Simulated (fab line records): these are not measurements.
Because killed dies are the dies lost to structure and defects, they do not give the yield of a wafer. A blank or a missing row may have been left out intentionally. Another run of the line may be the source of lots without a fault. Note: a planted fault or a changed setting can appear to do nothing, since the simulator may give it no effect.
Split-lot experiment | flow n5_finfet | on a route of 1938 steps: 7 lots, 21 wafers read

## ON THE SPLIT
At N5_BEOL_M5_COAT_59 (time 60 s, resist thk 60 nm), the setting spin_rpm was moved away from the recipe's 1500 rpm on 4 of the 21 wafers read, by -10.9% to +11.0%. All remaining wafers had this setting at the recipe value.

## FROM THE SPLIT TO THE READING: what the file shows between them, 11 steps
- N5_BEOL_M5_EXPOSE_08: exposes mask M5, target cd 28 nm (also split here: dose_mj)
- N5_BEOL_M5_PEB_09: peb time 60 s
- N5_BEOL_M5_DEVELOP_10: develop time 30 s
- N5_BEOL_M5_CD_MEAS_11: target cd 27.74 nm
- N5_BEOL_M5_DESCUM_16: chemistry O2, time 7 s
- N5_BEOL_M5_ETCH_72: etches underlayer in N2/H2, target depth 6.5 nm, time 5.2 s
- N5_BEOL_M5_ETCH_61: etches SiARC in CF4, target depth 15.6 nm, time 26 s
- N5_BEOL_M5_ETCH_62: etches SOC in N2/H2, target depth 75 nm, overetch 15 nm, time 112.5 s
- N5_BEOL_M5_STRIP_63: strips in N2/H2
- N5_BEOL_M5_STRIP_73: strips in N2/H2
- N5_BEOL_M5_STRIP_64: strips in CF4

## THE READING
SOC_of_BEOL_M5_COAT_59.thk_nm (the simulator's own value, which no gauge read), in nm, at N5_BEOL_M5_HM_OPEN_17 (chemistry Cl2/BCl3, target TiN, target depth 20 nm, overetch 6 nm). No usual value for it is given in the file. Average 52.0 nm, standard deviation 0.21 nm, over the 17 wafers here run with the recipe.

wafer  | tool, chamber at the split | spin_rpm as run, rpm | against the recipe | SOC_of_BEOL_M5_COAT_59.thk_nm, nm | against lot-mates on the recipe
L080.2 | litho_track-03, 0          | 1500                 | recipe             | 52                                | -
L080.3 | litho_track-03, 0          | 1500                 | recipe             | 51.8                              | -
L080.4 | litho_track-03, 0          | 1500                 | recipe             | 52.2                              | -
L084.1 | litho_track-04, 0          | 1665                 | +11.0%             | 49                                | -2.8
L084.3 | litho_track-04, 0          | 1500                 | recipe             | 51.8                              | -
L084.4 | litho_track-04, 0          | 1665                 | +11.0%             | 49.2                              | -2.6
L091.2 | litho_track-04, 0          | 1500                 | recipe             | 52                                | -
L091.6 | litho_track-04, 0          | 1500                 | recipe             | 52                                | -
L091.4 | litho_track-04, 0          | 1337                 | -10.9%             | 55.8                              | +3.8
L093.1 | litho_track-03, 0          | 1500                 | recipe             | 52                                | -
L093.3 | litho_track-03, 0          | 1500                 | recipe             | 52.2                              | -
L093.5 | litho_track-03, 0          | 1500                 | recipe             | 51.8                              | -
L095.1 | litho_track-04, 0          | 1500                 | recipe             | 51.8                              | -
L095.3 | litho_track-04, 0          | 1500                 | recipe             | 52.2                              | -
L095.6 | litho_track-04, 0          | 1500                 | recipe             | 51.6                              | -
L096.1 | litho_track-03, 0          | 1500                 | recipe             | 52.2                              | -
L096.2 | litho_track-03, 0          | 1500                 | recipe             | 51.8                              | -
L096.4 | litho_track-03, 0          | 1655                 | +10.3%             | 49.2                              | -2.8
L097.1 | litho_track-03, 0          | 1500                 | recipe             | 51.8                              | -
L097.2 | litho_track-03, 0          | 1500                 | recipe             | 52.4                              | -
L097.3 | litho_track-03, 0          | 1500                 | recipe             | 52.2                              | -

THE FIT
A straight line over all 21 wafers: SOC_of_BEOL_M5_COAT_59.thk_nm changes by -0.29 nm for each +1% of spin_rpm; r = -0.98; the points scatter about the line by 0.27 nm.
The same after taking each lot's own level away (the mean of its wafers on the recipe; 21 wafers): -0.281 nm for each +1%; r = -0.98; scatter 0.27 nm.
The reading moves by 3.1 nm for the largest change in spin_rpm, on that fit.
Across the lots, their own levels run from 51.80 to 52.13 nm, a range of 1.6 times the standard deviation given above.
The two slopes agree, so the slope changes little with the lot-to-lot level.
Check: for one of the wafers moved furthest among these (+11.0%), held out of the fit, the line's prediction against its lot-mates is -3.1 nm. It came out at -2.8 nm against them.

## THESE WAFERS: OTHER SPLITS
Note: prior to the reading, these wafers also went through further splits. Each is held against what the fit with the lots' levels taken away leaves over:
other split on the same wafers   | wafers away from the commonest value | r with SOC_of_BEOL_M5_COAT_59.thk_nm (lot level and that fit taken away)
N5_BEOL_M2_ETCH_69 bias_w        | 5                                    | +0.23
N5_BEOL_M2_TRENCH_ETCH_37 bias_w | 7                                    | -0.11
N5_BEOL_M3_COAT_22 spin_rpm      | 4                                    | +0.40
N5_BEOL_M3_EXPOSE_25 dose_mj     | 5                                    | -0.17
N5_BEOL_M5_EXPOSE_08 dose_mj     | 8                                    | -0.20

## THE WHOLE CHAIN: every reading that the file lists as answering this split, in the file's order
step                  | what it does                                                          | reading                                                                        | change (the file's fit)               | r (the file's)
N5_BEOL_M5_COAT_59    | time 60 s, resist thk 60 nm                                           | SOC_of_BEOL_M5_COAT_59.thk_nm (the simulator's own value, which no gauge read) | -0.304 nm for each +1% of the setting | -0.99
N5_BEOL_M5_ETCH_62    | etches SOC in N2/H2, target depth 75 nm, overetch 15 nm, time 112.5 s | etch.depth_nm (the simulator's own value, which no gauge read)                 | -0.302 nm for each +1% of the setting | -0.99
N5_BEOL_M5_HM_OPEN_17 | chemistry Cl2/BCl3, target TiN, target depth 20 nm, overetch 6 nm     | SOC_of_BEOL_M5_COAT_59.thk_nm (the simulator's own value, which no gauge read) | -0.289 nm for each +1% of the setting | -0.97

## THE FILE'S OWN FIT
SOC_of_BEOL_M5_COAT_59.thk_nm changes by -0.289 nm for each +1% of spin_rpm, r = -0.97.
